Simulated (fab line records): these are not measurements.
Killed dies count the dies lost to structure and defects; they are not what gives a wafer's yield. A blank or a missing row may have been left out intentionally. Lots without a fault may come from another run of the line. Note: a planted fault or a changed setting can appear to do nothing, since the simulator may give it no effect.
Problem report, 8D (eight disciplines) form, completed by code -- flow n5 finfet -- the parts of the form that need people (team, actions taken, sign-off) are left out

== 1. PROBLEM STATEMENT ==
Mean of killed_at_M4_up at N5_PASSIVATION_PROBE_49: 111 across 6 wafers in 2 lots; on wafers with no fault it is 13 (standard deviation 5.3). That is +18 standard deviations from the usual mean.
First observed at day 16 09:56: wafer L553.4, on prober-02. Wafers with a number at this step in the record: 24, from 8 lots. Rule for "out", or "out of limits": more than 4 standard deviations from the usual mean. The rest of the wafers with a number are treated as sound.

== 2. WHAT IT IS; WHAT IT IS NOT ==
question,is,is not
which readings at this step,killed_at_M4_up,"killed at contacts, killed at front end, killed at other, killed open, sort_bin_6_memory"
which lots,"L553, L554","L542, L545, L546, L547, L548, L550"
which wafers of those lots,all that have a number,-
read on which tools,"prober-01, prober-02",-
when,from day 16 09:56,up to then (15 sound wafers); but 3 sound wafers of L550 came after

== 3. THE SUSPECTS, EACH WITH WHAT RULES IT OUT ==
Counting: any tool at a process step up to the reading is kept as a suspect provided that every lot that is out went through it and no sound lot did after the first of them.
- cvd co-01 at N5_BEOL_M8_CVD_78 (deposits Co from CCTBA/H2, target thk 2 nm, time 142.3 s): kept. It processed each lot that is out, first L553 at day 13 16:35, and no sound lot thereafter; up to then, the last sound lot it processed was L550 at day 13 14:02.
Remaining after the count: cvd co-01 at N5_BEOL_M8_CVD_78.

== 4. THE CAUSE (what the simulator had put in) ==
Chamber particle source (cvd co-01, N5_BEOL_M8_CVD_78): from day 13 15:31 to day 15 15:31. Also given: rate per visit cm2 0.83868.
After counting, this tool was the only one left.

== 5. SEQUENCE OF EFFECTS, ordered by route ==
Each row: a reading whose mean over the struck wafers that have a number lies more than 3 standard deviations from the usual. Only readings whose record carries a usual standard deviation are examined. hours: median over the lots of the time between each lot's start at the first step of this table that gives one and its start at this step. sigmas: the change, counted in usual standard deviations.
hours,step,reading,usual,on struck wafers,change,sigmas
0,N5_PASSIVATION_PROBE_49,defect limited yield,91.3 %,84.8,-6.5,-4.4
0,N5_PASSIVATION_PROBE_49,killed_at_M4_up,13,111,+98,+18
0,N5_PASSIVATION_PROBE_49,killed dies,103,180,+76,+4.5
0,N5_PASSIVATION_PROBE_49,sort_bin_5_function,5.0 %,9.5,+4.5,+4.6
0,N5_PASSIVATION_PROBE_49,sort n pass,1077,1000,-76,-4.5
0,N5_PASSIVATION_PROBE_49,sort yield pct,91.3 %,84.8,-6.5,-4.4
The process steps in it:
- N5_PASSIVATION_PROBE_49

== 6. WHAT WOULD HAVE CAUGHT IT SOONER ==
First out-of-limits reading in this record: day 16 09:56, which is 66 hours after fault onset at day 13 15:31.
Each of the lots that are out, 2 in all, had begun N5_BEOL_M8_CVD_78 on cvd co-01 no later than day 16 09:56. Had the tool been put on hold then, not one of them would have been saved.
